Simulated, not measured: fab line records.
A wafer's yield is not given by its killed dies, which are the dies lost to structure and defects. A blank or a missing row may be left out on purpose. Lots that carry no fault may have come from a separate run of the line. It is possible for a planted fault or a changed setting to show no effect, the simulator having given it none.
Chamber matching | flow nand-harc | cmp-04 running NHARC_P_M1_CMP_23: 4 sister chambers
The step polishes, t overpolish 20 s, target thk 157.82 nm. 18 wafers are shown with their chamber, then 9 later ones without.

## WAFERS WITH THEIR CHAMBER
wafer  | chamber | motor-current-A (A) | time-to-endpoint-s (s) | slurry-flow-ml-min
L178.2 | 1       | 12.5                | 29                     | 150.9
L178.3 | 2       | 11.2                | 28                     | 149.7
L178.6 | 3       | 11.8                | 21                     | 149.7
L180.1 | 1       | 12.3                | 31                     | 150.3
L180.4 | 3       | 11.6                | 20                     | 149.5
L180.5 | 3       | 12.7                | 22                     | 150.4
L181.2 | 0       | 9.4                 | 28                     | 149.4
L181.4 | 2       | 11.0                | 30                     | 149.2
L181.6 | 1       | 13.2                | 32                     | 150.6
L184.1 | 1       | 12.0                | 26                     | 149.2
L184.3 | 2       | 11.6                | 27                     | 150.1
L184.4 | 3       | 11.3                | 21                     | 150.0
L188.3 | 0       | 9.6                 | 14                     | 150.5
L188.4 | 3       | 12.3                | 23                     | 150.1
L188.5 | 2       | 11.0                | 13                     | 149.7
L196.3 | 2       | 11.7                | 26                     | 149.7
L196.4 | 0       | 8.9                 | 27                     | 151.0
L196.5 | 1       | 12.2                | 29                     | 150.1

SIGNATURES (averages over the wafers above)
reading            | chamber 0 | chamber 1 | chamber 2 | chamber 3 | scatter within a chamber
motor-current-A    | 9.300     | 12.440    | 11.300    | 11.940    | 0.448
time-to-endpoint-s | 23.00     | 29.40     | 24.80     | 21.40     | 4.86
slurry-flow-ml-min | 150.300   | 150.220   | 149.680   | 149.940   | 0.528
Rule: a wafer's distance from a chamber is the root of the sum, over the readings, of the square of ((its reading less the chamber's mean) divided by the reading's scatter). If the next closest chamber is less than 2 further off than the closest, the wafer can't be placed; otherwise it belongs to the closest. The scatter is the square root of a quotient: the sum, over the shown wafers, of each reading's squared deviation from its chamber's mean, divided by wafers minus chambers.

## WAFERS WITH NO CHAMBER GIVEN
wafer  | motor-current-A (A) | time-to-endpoint-s (s) | slurry-flow-ml-min
L198.4 | 11.7                | 23                     | 150.1
L198.5 | 9.1                 | 28                     | 150.4
L198.6 | 12.3                | 29                     | 149.8
L199.1 | 9.0                 | 28                     | 149.8
L199.2 | 11.2                | 29                     | 150.1
L199.5 | 11.5                | 23                     | 149.5
L200.2 | 11.1                | 29                     | 149.7
L200.4 | 12.3                | 33                     | 149.6
L200.6 | 11.5                | 32                     | 150.4

## WHICH CHAMBER EACH WENT THROUGH
wafer  | from the rows above          | in truth
L198.4 | can't be placed: 3 or 2 or 1 | 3
L198.5 | 0                            | 0
L198.6 | can't be placed: 1 or 3 or 2 | 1
L199.1 | 0                            | 0
L199.2 | can't be placed: 2 or 3 or 1 | 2
L199.5 | can't be placed: 2 or 3      | 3
L200.2 | can't be placed: 2 or 3      | 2
L200.4 | can't be placed: 1 or 3 or 2 | 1
L200.6 | can't be placed: 2 or 1 or 3 | 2
Correct placement for 2 of the 9. These rows do not allow placing 7 (true chamber among the candidates in 7). Number placed wrongly: 0.
